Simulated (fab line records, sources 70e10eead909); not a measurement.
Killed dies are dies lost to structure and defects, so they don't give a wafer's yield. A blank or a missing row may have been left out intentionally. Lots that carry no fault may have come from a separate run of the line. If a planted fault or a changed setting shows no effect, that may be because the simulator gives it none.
A struck lot beside a sound one ; flow nand harc ; 14 steps out of a route of 1302
Sound: these wafers, L606.2, L606.4, L606.6. Wafers struck: L609.1, L609.4, L609.5. The cause is given at the end.
Order at every step that has rows: each side's tool, ch and its chambers, its first start. Under that, the readings that differ: sound wafers ; struck wafers ; difference of the means ; sigmas: that difference in standard deviations of wafers without a fault.
alike: readings whose means differ by less than 2 such deviations, and words and numbers that are the same on both sides. not compared: withheld readings, readings that some wafer has no value for, bounds like >300 that may hide the same value, and numbers for which the record gives no deviation and whose values overlap.
The two part at a step that has a row with sigmas, a row that says differs or no value, or rows on one side only. Numbers that don't overlap but have no deviation are shown without sigmas and don't part them. A reading missing from all wafers of one side parts the sides only when that side holds two or more wafers.

NHARC_A_ZERO_WELL_DESCUM_12: chemistry O2, time 3 s.
  sound on rie diel-01 ch 0,1,2, day 8 09:32; struck on rie diel-06 ch 1,2,3, day 9 19:05
  alike: drypump motor current A, oes product au, rf vpp V, showerhead plenum p Torr, throttle valve pct
  not compared: rf hours counter h
NHARC_A_ZERO_WELL_ETCH_19: etches the open film in N2/H2, target depth 80 nm, overetch 24 nm, time 87.88 s.
  sound on rie diel-01 ch 0,1,3, day 8 09:38; struck on rie diel-06 ch 0,2,3, day 9 19:10
  alike: drypump motor current A, oes product au, rf fwd power W, rf vpp V, showerhead plenum p Torr, throttle valve pct
  not compared: rf hours counter h
NHARC_A_ZERO_WELL_ETCH_13: etches the open film in HBr/Cl2, target depth 120 nm, time 40.1 s.
  sound on rie si-06 ch 0,2,3, day 8 09:44; struck on rie si-06 ch 0,1,3, day 9 19:18
  alike: drypump motor current A, oes product au, rf fwd power W, throttle valve pct
  not compared: rf hours counter h
then, 4 steps without rows for these wafers: NHARC_A_ZERO_WELL_STRIP_14 (strips in SPM, time 900 s); NHARC_A_ZERO_WELL_IMPLANT_15; NHARC_A_ZERO_WELL_PRECLEAN_22 (cleans in SC1, time 60 s); NHARC_A_ZERO_WELL_SRD_23.
NHARC_A_ZERO_WELL_RTA_16: time 10 s.
  sound on rtp anneal-01 ch 0, day 8 10:40; struck on rtp anneal-02 ch 0, day 9 20:11
reading;sound;struck;difference;sigmas
lamp power pct (%);30.1 30.1 30.2;29.2 29.2 29.3;-0.9;-2
  alike: lamp_zone_1_pct, wafer_temp_C_max
NHARC_A_ZERO_WELL_INSPECT_17:
  sound: defect inspect-02 at day 8 10:50; struck: defect inspect-02 at day 9 20:23
  alike: raw defect count
then, 2 steps without rows for these wafers: NHARC_A_SOURCE_PLATE_PRECLEAN_00 (cleans in HF-LAST, time 60 s); NHARC_A_SOURCE_PLATE_SRD_01.
NHARC_A_SOURCE_PLATE_OXIDE_02: material SiO2, target thk 10 nm, ox time 1362 s.
  sound on furnace-06 ch 0, day 8 16:21; struck on furnace-03 ch 0, day 10 09:40
  alike: spike tc bottom C, spike tc lower C
NHARC_A_SOURCE_PLATE_THK_MEAS_09: measures by ellipsometry.
  sound: film metro-01 at day 8 20:27; struck: film metro-01 at day 10 14:05
reading;sound;struck;difference;sigmas
thk nm (nm);9.6 8.8 10.4;13.8 14.5 17.6;+5.7;+5
then, 1 step without rows for these wafers: NHARC_A_SOURCE_PLATE_PVD_04 (deposits WSi2, target thk 50 nm).

## WHERE THEY PART
Last at NHARC_A_SOURCE_PLATE_THK_MEAS_09 as far as this record goes, first at NHARC_A_ZERO_WELL_RTA_16.

WHY: what the simulator had put in
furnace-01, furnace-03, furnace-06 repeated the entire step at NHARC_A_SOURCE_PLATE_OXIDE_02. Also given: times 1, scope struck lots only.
